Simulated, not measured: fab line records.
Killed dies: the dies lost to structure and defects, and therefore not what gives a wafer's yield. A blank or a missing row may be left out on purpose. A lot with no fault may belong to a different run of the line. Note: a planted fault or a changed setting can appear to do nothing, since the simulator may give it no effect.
fab line records ; flow n5-finfet
record lots=6; wafers=18; last-day=17
route steps=1938 shown BEOL_M12@1616
lots that met no fault: taken from a fault-free run of the same line
start-h: the number of hours between the record's first day and the start of the first shown wafer of the lot ; wait-h: how many hours have passed since the lot's step before this one ; " identical to the entry in the row above ; L1.1+2: a single row standing in for several wafers ; - no value, or no start given ; * or withheld: withheld ; < > ~ a bound
route shown NAME@n: NAME is a module with steps in the file, n the number in the route of the first one ; usual: mean/standard deviation of fault-free wafers ; same: alike in all rows ; chamber/n: place in a boat ; sites: the reading at each site ; _std_site: how widely they spread, as a standard deviation ; _edge_site: the outer-site mean with the inner-site mean subtracted ; radius-mm: for every site, how far away it sits from the centre of the wafer ; mask NAME#n: copy n ; behind: the last tool/chamber to shape the wafer ; hold: the reason the lot was held/the length of the hold in hours/how it ended ; device: whichever transistor did not switch (one of n, p or np) ; end of line: the same wafers' tests at the end of the route ; for a step that has no rows: nothing shown but its recipe ; killed: the dies lost at the first sort to structure and to defects; this is not the yield of the wafer ; map: dies across one wafer; x = killed, . = not, _ = none there
set.NAME: the setting as run; set.NAME@STEP: as run at that earlier step ; model.NAME: the simulator's own value behind a step, which no gauge read
lots seen at some steps along the route; tables by step, rows by wafer
services: the hour from which a tool's chamber was out of use, counted from the record's first day as start-h (under 0 if before that day), plus the number of hours and why
## steps
# step N5_BEOL_M12_ETCH_59
# recipe chemistry=N2/H2; target=BARC; target-depth-a=890; overetch-a=267; time-s=67.9; ion-energy-ev=200; pressure-mtorr=30; source-w=840; bias-w=150; n2-flow-sccm=200; h2-flow-sccm=200
# usual drypump-motor-current-A=5.8/0.51; h2-flow-sccm=200.0/0.66; oes-product-au=0.65/0.065; rf-vpp-V=523.4/2.5; showerhead-plenum-p-Torr=2.52/0.085; throttle-valve-pct=18.01/0.22
lot.wafer;tool;chamber;start-h;wait-h;drypump-motor-current-A;h2-flow-sccm;oes-product-au;rf-hours-counter-h;rf-vpp-V;showerhead-plenum-p-Torr;throttle-valve-pct
L971.2;rie-diel-05;1;240.74;0.0;6.2;200.0;0.61;222;519.5;2.40;18.15
L971.5;rie-diel-05;0;240.74;0.0;5.7;199.9;0.63;-;521.6;2.52;18.35
L971.6;rie-diel-05;1;240.74;0.0;6.1;199.7;0.61;-;518.9;2.40;18.16
L973.1;rie-diel-05;2;263.82;0.0;6.5;200.8;0.66;161;522.5;2.54;17.87
L973.3;rie-diel-05;3;263.82;0.0;5.4;199.8;0.63;199;522.0;2.50;17.76
L973.4;rie-diel-05;2;263.82;0.0;6.5;200.2;0.66;-;524.5;2.54;17.87
L974.2;rie-diel-05;2;272.10;0.0;6.5;198.8;0.65;164;524.3;2.54;17.87
L974.3;rie-diel-05;0;272.10;0.0;5.7;200.4;0.61;217;523.2;2.52;18.38
L974.4;rie-diel-05;3;272.10;0.0;5.4;199.4;0.62;202;522.0;2.50;17.77
L978.1;rie-diel-04;1;278.25;0.0;5.8;200.1;0.70;83;523.2;2.57;18.14
L978.2;rie-diel-04;2;278.25;0.0;4.9;201.2;0.59;240;526.2;2.61;17.97
L978.5;rie-diel-04;0;278.25;0.0;6.0;200.4;0.62;-;526.5;2.66;18.21
L987.1;rie-diel-05;3;323.65;0.0;5.4;199.3;0.61;220;523.4;2.49;17.80
L987.4;rie-diel-05;1;323.65;0.0;6.2;199.6;0.60;248;520.3;2.39;18.22
L987.6;rie-diel-05;3;323.65;0.0;5.4;199.1;0.61;-;523.7;2.49;17.81
L991.2;rie-diel-05;2;379.48;0.0;6.5;199.9;0.61;212;523.8;2.52;17.94
L991.5;rie-diel-05;1;379.48;0.0;6.1;199.5;0.79;-;529.3;2.70;17.90
L991.6;rie-diel-05;0;379.48;0.0;5.7;199.2;0.81;-;521.1;2.50;17.98
# step N5_BEOL_M12_VIA_ETCH_16
# recipe chemistry=C4F8/O2/Ar; target=SiOC; pressure-mtorr=30; source-w=3000; bias-w=700; Ar_flow_sccm=400; C4F8_flow_sccm=15; O2_flow_sccm=8; he-inner-torr=15; he-outer-torr=30; target-depth-a=7248; time-s=withheld; ion-energy-ev=250; ends=cleared
# usual drypump-motor-current-A=5.8/0.5; oes-product-au=0.69/0.073; rf-vpp-V=665/3.2; showerhead-plenum-p-Torr=3.38/0.1; throttle-valve-pct=24.29/0.19
lot.wafer;tool;chamber;start-h;wait-h;drypump-motor-current-A;oes-product-au;rf-vpp-V;showerhead-plenum-p-Torr;throttle-valve-pct
L971.2;rie-diel-05;1;240.79;0.0;6.1;0.64;662;3.21;24.34
L971.5;rie-diel-05;0;240.79;0.0;5.7;0.64;666;3.36;24.46
L971.6;rie-diel-05;1;240.79;0.0;6.1;0.64;660;3.21;24.35
L973.1;rie-diel-05;2;263.87;0.0;6.5;0.68;666;3.39;24.01
L973.3;rie-diel-05;3;263.87;0.0;5.4;0.65;664;3.40;24.27
L973.4;rie-diel-05;2;263.87;0.0;6.5;0.69;666;3.39;24.02
L974.2;rie-diel-05;2;272.15;0.0;6.5;0.68;666;3.38;24.03
L974.3;rie-diel-05;0;272.15;0.0;5.7;0.64;665;3.36;24.47
L974.4;rie-diel-05;3;272.15;0.0;5.4;0.65;665;3.39;24.27
L978.1;rie-diel-04;1;278.31;0.0;5.8;0.73;667;3.47;24.57
L978.2;rie-diel-04;2;278.31;0.0;4.9;0.61;668;3.51;24.35
L978.5;rie-diel-04;0;278.31;0.0;6.0;0.65;669;3.55;24.41
L987.1;rie-diel-05;3;323.70;0.0;5.4;0.64;664;3.38;24.29
L987.4;rie-diel-05;1;323.70;0.0;6.1;0.63;659;3.20;24.39
L987.6;rie-diel-05;3;323.70;0.0;5.4;0.64;665;3.38;24.31
L991.2;rie-diel-05;2;379.53;0.0;6.5;0.66;665;3.36;24.09
L991.5;rie-diel-05;1;379.53;0.0;6.1;0.84;672;3.58;24.20
L991.6;rie-diel-05;0;379.53;0.0;5.8;0.87;664;3.34;24.18
# step N5_BEOL_M12_STRIP_63
# recipe chemistry=N2/H2; power-w=1000; temp-c=250; h2-frac=0.65; overash-fraction=0.3; pressure-mtorr=1000; n2-flow-sccm=1750; h2-flow-sccm=3250
# usual drypump-motor-current-A=5.6/0.59; h2-flow-sccm=3250/9.2; heater-power-w=342/55; oes-product-au=0.692/0.0048; strip-time-to-endpoint-s=42.2/0.98
# same overash-fraction=0.3
lot.wafer;tool;chamber;start-h;wait-h;drypump-motor-current-A;h2-flow-sccm;heater-power-w;oes-product-au;rf-hours-counter-h;strip-time-to-endpoint-s
L971.2;plasma-asher-01;0;240.99;-;5.1;3259;346;0.694;115;41.4
L971.5;plasma-asher-01;0;240.99;-;5.1;3252;339;0.695;-;43.6
L971.6;plasma-asher-01;1;240.99;-;6.5;3245;278;0.684;-;40.8
L973.1;plasma-asher-01;1;264.07;-;6.5;3242;268;0.689;119;42.8
L973.3;plasma-asher-01;0;264.07;-;5.1;3244;347;0.700;-;42.0
L973.4;plasma-asher-01;1;264.07;-;6.5;3237;266;0.694;-;41.4
L974.2;plasma-asher-01;1;272.35;-;6.5;3257;274;0.688;121;42.4
L974.3;plasma-asher-01;0;272.35;-;5.1;3248;337;0.694;-;43.4
L974.4;plasma-asher-01;1;272.35;-;6.5;3243;266;0.692;-;41.4
L978.1;plasma-asher-01;1;278.51;-;6.5;3260;268;0.693;122;42.5
L978.2;plasma-asher-01;0;278.51;-;5.1;3258;345;0.699;122;43.4
L978.5;plasma-asher-01;0;278.51;-;5.1;3253;333;0.689;-;41.3
L987.1;plasma-asher-02;1;323.90;-;5.1;3254;425;0.687;86;42.9
L987.4;plasma-asher-02;1;323.90;-;5.1;3252;426;0.695;-;42.8
L987.6;plasma-asher-02;1;323.90;-;5.1;3247;424;0.692;-;40.9
L991.2;plasma-asher-01;0;379.73;-;5.1;3250;342;0.697;141;43.3
L991.5;plasma-asher-01;0;379.73;-;5.1;3258;354;0.693;-;41.0
L991.6;plasma-asher-01;1;379.73;-;6.5;3252;281;0.688;-;40.8
# step N5_BEOL_M12_STRIP_64
# recipe chemistry=N2/H2; power-w=1000; temp-c=250; h2-frac=0.65; overash-fraction=0.3; pressure-mtorr=withheld; n2-flow-sccm=1750; h2-flow-sccm=3250
# usual drypump-motor-current-A=5.6/0.6; h2-flow-sccm=3248/9.1; heater-power-w=341/54; oes-product-au=0.715/0.0046; strip-time-to-endpoint-s=31.31/0.095
# same overash-fraction=0.3
lot.wafer;tool;chamber;start-h;wait-h;drypump-motor-current-A;h2-flow-sccm;heater-power-w;oes-product-au;rf-hours-counter-h;strip-time-to-endpoint-s
L971.2;plasma-asher-01;0;241.05;0.0;5.1;3240;332;0.718;115;31.26
L971.5;plasma-asher-01;0;241.05;0.0;5.1;3246;345;0.719;-;31.29
L971.6;plasma-asher-01;1;241.05;0.0;6.5;3246;271;0.719;-;31.31
L973.1;plasma-asher-01;1;264.13;0.0;6.5;3246;269;0.715;119;31.40
L973.3;plasma-asher-01;0;264.13;0.0;5.1;3244;340;0.715;-;31.39
L973.4;plasma-asher-01;1;264.13;0.0;6.5;3243;266;0.716;-;31.34
L974.2;plasma-asher-01;1;272.41;0.0;6.5;3245;270;0.722;121;31.38
L974.3;plasma-asher-01;0;272.41;0.0;5.1;3266;343;0.718;-;31.46
L974.4;plasma-asher-01;1;272.41;0.0;6.5;3246;275;0.716;-;31.38
L978.1;plasma-asher-01;1;278.57;0.0;6.5;3244;270;0.715;122;31.31
L978.2;plasma-asher-01;0;278.57;0.0;5.1;3249;336;0.712;122;31.34
L978.5;plasma-asher-01;0;278.57;0.0;5.1;3237;339;0.719;-;31.33
L987.1;plasma-asher-02;1;323.96;0.0;5.1;3258;425;0.713;86;31.47
L987.4;plasma-asher-02;1;323.96;0.0;5.1;3249;435;0.712;-;31.46
L987.6;plasma-asher-02;1;323.96;0.0;5.1;3267;430;0.705;-;31.42
L991.2;plasma-asher-01;0;379.79;0.0;5.1;3260;343;0.714;141;31.27
L991.5;plasma-asher-01;0;379.79;0.0;5.1;3244;340;0.716;-;31.21
L991.6;plasma-asher-01;1;379.79;0.0;6.5;3232;272;0.719;-;31.19
# step N5_BEOL_M12_STRIP_71
# recipe chemistry=post-etch-residue-remover; time-s=60; temp-c=25; remover-ph=withheld; remover-water-wt-pct=withheld; remover-fluoride-wt-pct=withheld
# step N5_BEOL_M12_SRD_72
# recipe time-s=30; temp-c=23; rinse-liquid=diw; dry=n2-spin; spin-rpm=1500; dry-time-s=30
# step N5_BEOL_M12_CD_MEAS_17
# recipe target-cd-nm=140; polarity=opening
# usual cd-nm=140.5/2
lot.wafer;tool;chamber;start-h;wait-h;cd-nm
L971.2;cd-sem-02;-;241.20;0.0;141.0
L971.5;cd-sem-02;-;241.20;0.0;140.1
L971.6;cd-sem-02;-;241.20;0.0;139.9
L973.1;cd-sem-01;-;264.28;0.0;137.3
L973.3;cd-sem-01;-;264.28;0.0;137.2
L973.4;cd-sem-01;-;264.28;0.0;143.2
L974.2;cd-sem-02;-;272.56;0.0;142.8
L974.3;cd-sem-02;-;272.56;0.0;140.0
L974.4;cd-sem-02;-;272.56;0.0;138.3
L978.1;cd-sem-03;-;278.72;0.0;139.4
L978.2;cd-sem-03;-;278.72;0.0;138.3
L978.5;cd-sem-03;-;278.72;0.0;139.5
L987.1;cd-sem-02;-;324.11;0.0;140.5
L987.4;cd-sem-02;-;324.11;0.0;142.3
L987.6;cd-sem-02;-;324.11;0.0;141.4
L991.2;cd-sem-02;-;379.94;0.0;139.8
L991.5;cd-sem-02;-;379.94;0.0;140.1
L991.6;cd-sem-02;-;379.94;0.0;144.4
# step N5_BEOL_M12_COAT_65
# recipe resist=SOC; temp-c=250; time-s=60; spin-rpm=1500; resist-thk-nm=300
# step N5_BEOL_M12_COAT_66
# recipe resist=SiARC; temp-c=220; time-s=60; spin-rpm=1500; resist-thk-nm=110
# step N5_BEOL_M12_COAT_22
# recipe spin-rpm=2888; resist-thk-nm=300
# step N5_BEOL_M12_EBR_24
# recipe solvent=PGMEA; ebr-width-mm=1.5
# step N5_BEOL_M12_SOFTBAKE_23
# recipe temp-c=130; time-s=60
# step N5_BEOL_M12_EXPOSE_25
# recipe mask-id=M12; na=0.93; source-shape=conventional; sigma-outer=0.4; polarization=unpolarized; dose-mj=21.8
# usual exposure-dose-mJ-cm2=21.779/0.022
lot.wafer;tool;chamber;start-h;wait-h;mask;exposure-dose-mJ-cm2;model.BEOL_M12.overlay-x-nm
L971.2;krf-scanner-01;0;241.36;-;M12#0;21.769;-1.4
L971.5;krf-scanner-01;0;241.36;-;M12#0;21.766;-1.4
L971.6;krf-scanner-01;0;241.36;-;M12#0;21.788;-1.4
L973.1;krf-scanner-02;0;264.56;-;M12#0;21.792;-1
L973.3;krf-scanner-02;0;264.56;-;M12#0;21.778;-1
L973.4;krf-scanner-02;0;264.56;-;M12#0;21.788;-1
L974.2;krf-scanner-01;0;272.72;-;M12#0;21.790;49.4
L974.3;krf-scanner-01;0;272.72;-;M12#0;21.803;49.4
L974.4;krf-scanner-01;0;272.72;-;M12#0;21.804;49.4
L978.1;krf-scanner-01;0;278.87;-;M12#0;21.794;48.2
L978.2;krf-scanner-01;0;278.87;-;M12#0;21.760;48.2
L978.5;krf-scanner-01;0;278.87;-;M12#0;21.758;48.2
L987.1;krf-scanner-02;0;324.39;-;M12#0;21.758;-3.8
L987.4;krf-scanner-02;0;324.39;-;M12#0;21.764;-3.8
L987.6;krf-scanner-02;0;324.39;-;M12#0;21.777;-3.8
L991.2;krf-scanner-02;0;380.22;-;M12#0;21.764;2
L991.5;krf-scanner-02;0;380.22;-;M12#0;21.803;2
L991.6;krf-scanner-02;0;380.22;-;M12#0;21.750;2
# step N5_BEOL_M12_PEB_26
# recipe peb-temp-c=130; peb-time-s=90
# step N5_BEOL_M12_DEVELOP_27
# recipe develop-time-s=45; rinse-liquid=diw; dry=air-spin; dev-temp-c=21
# step N5_BEOL_M12_HARDBAKE_32
# recipe temp-c=130; time-s=120
# step N5_BEOL_M12_CD_MEAS_28
# recipe target-cd-nm=160.2; landing-energy-ev=500; detector=se-inlens; polarity=opening
# usual cd-nm=160.2/1.8
# same landing-energy-ev=500
lot.wafer;tool;chamber;start-h;wait-h;cd-nm
L971.2;cd-sem-01;0;241.52;-;160.3
L971.5;cd-sem-01;0;241.52;-;162.6
L971.6;cd-sem-01;0;241.52;-;158.8
L973.1;cd-sem-02;0;264.73;-;159.2
L973.3;cd-sem-02;0;264.73;-;162.8
L973.4;cd-sem-02;0;264.73;-;162.8
L974.2;cd-sem-03;0;272.88;-;162.8
L974.3;cd-sem-03;0;272.88;-;160.3
L974.4;cd-sem-03;0;272.88;-;158.3
L978.1;cd-sem-02;0;279.04;-;157.5
L978.2;cd-sem-02;0;279.04;-;156.5
L978.5;cd-sem-02;0;279.04;-;157.0
L987.1;cd-sem-02;0;324.56;-;158.9
L987.4;cd-sem-02;0;324.56;-;162.6
L987.6;cd-sem-02;0;324.56;-;158.0
L991.2;cd-sem-02;0;380.39;-;160.2
L991.5;cd-sem-02;0;380.39;-;161.7
L991.6;cd-sem-02;0;380.39;-;158.9
# step N5_BEOL_M12_OVL_MEAS_29
# recipe points-per-wafer=44
# usual M12_OVL=-2/4.7
lot.wafer;tool;chamber;start-h;wait-h;M12_OVL[nm]
L971.2;overlay-01;0;241.55;0.0;4
L971.5;overlay-01;0;241.55;0.0;-1
L971.6;overlay-01;0;241.55;0.0;-4
L973.1;overlay-01;0;264.76;0.0;-3
L973.3;overlay-01;0;264.76;0.0;4
L973.4;overlay-01;0;264.76;0.0;-9
L974.2;overlay-02;0;272.91;0.0;48
L974.3;overlay-02;0;272.91;0.0;47
L974.4;overlay-02;0;272.91;0.0;50
L978.1;overlay-02;0;279.07;0.0;48
L978.2;overlay-02;0;279.07;0.0;41
L978.5;overlay-02;0;279.07;0.0;44
L987.1;overlay-02;0;324.59;0.0;-12
L987.4;overlay-02;0;324.59;0.0;-3
L987.6;overlay-02;0;324.59;0.0;-3
L991.2;overlay-02;0;380.42;0.0;2
L991.5;overlay-02;0;380.42;0.0;-2
L991.6;overlay-02;0;380.42;0.0;0
# step N5_BEOL_M12_INSPECT_30
# recipe mode=adi; inspect-instrument=macro
# usual raw-defect-count=2.1/1.5
lot.wafer;tool;chamber;start-h;wait-h;raw-defect-count
L971.2;defect-inspect-01;-;241.58;0.0;1
L971.5;defect-inspect-01;-;241.58;0.0;1
L971.6;defect-inspect-01;-;241.58;0.0;3
L973.1;defect-inspect-01;-;264.78;0.0;2
L973.3;defect-inspect-01;-;264.78;0.0;2
L973.4;defect-inspect-01;-;264.78;0.0;2
L974.2;defect-inspect-02;-;272.94;0.0;1
L974.3;defect-inspect-02;-;272.94;0.0;2
L974.4;defect-inspect-02;-;272.94;0.0;1
L978.1;defect-inspect-01;-;279.10;0.0;1
L978.2;defect-inspect-01;-;279.10;0.0;5
L978.5;defect-inspect-01;-;279.10;0.0;0
L987.1;defect-inspect-01;-;324.61;0.0;5
L987.4;defect-inspect-01;-;324.61;0.0;0
L987.6;defect-inspect-01;-;324.61;0.0;4
L991.2;defect-inspect-01;-;380.45;0.0;4
L991.5;defect-inspect-01;-;380.45;0.0;0
L991.6;defect-inspect-01;-;380.45;0.0;0
## services
tool;chamber;start-h;hours;kind
rie-diel-05;-;219.24;0.6;repair
krf-scanner-01;-;238.61;1.3;repair
rie-diel-05;1;249.20;16.5;repair
krf-scanner-02;-;252.01;4.4;pm
rie-diel-04;3;277.18;5.2;repair
krf-scanner-01;-;292.33;0.8;pm
plasma-asher-02;-;293.46;2.6;repair
krf-scanner-01;-;294.42;0.8;pm
krf-scanner-01;-;296.04;2.2;repair
krf-scanner-02;-;300.13;0.8;pm
rie-diel-05;1;327.80;-;clean
rie-diel-05;1;327.80;-;consumable-replace:focus-ring
rie-diel-05;1;327.80;-;consumable-replace:showerhead
rie-diel-05;1;327.80;14.5;scheduled-down
rie-diel-05;1;327.80;14.5;vent-cycle
krf-scanner-01;-;328.22;0.2;repair
rie-diel-04;-;328.49;15.6;pm
krf-scanner-01;-;341.14;1.0;pm
rie-diel-05;0;347.40;-;clean
rie-diel-05;0;347.40;-;consumable-replace:focus-ring
rie-diel-05;0;347.40;19.4;scheduled-down
krf-scanner-02;-;363.75;1.3;pm
krf-scanner-02;-;368.70;1.3;repair
rie-diel-04;3;371.95;7.3;repair
## key
first-sign step=N5_BEOL_M12_OVL_MEAS_29; reading=M12_OVL; direction=up; sigmas=10; usual=-2; struck=46
effect none on later readings
model-effect step=N5_BEOL_M12_EXPOSE_25; value=BEOL_M12.overlay-x-nm; without=-3.8; struck=48.8
met-at N5_BEOL_M12_EXPOSE_25
struck-wafers L974.2,L974.3,L974.4,L978.1,L978.2,L978.5
onset-between 241.36 272.72
fault kind=scanner-matching-overlay; tool=krf-scanner-01; chamber=-; onset-h=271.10; steps=N5_BEOL_M12_EXPOSE_25; offset=52.597
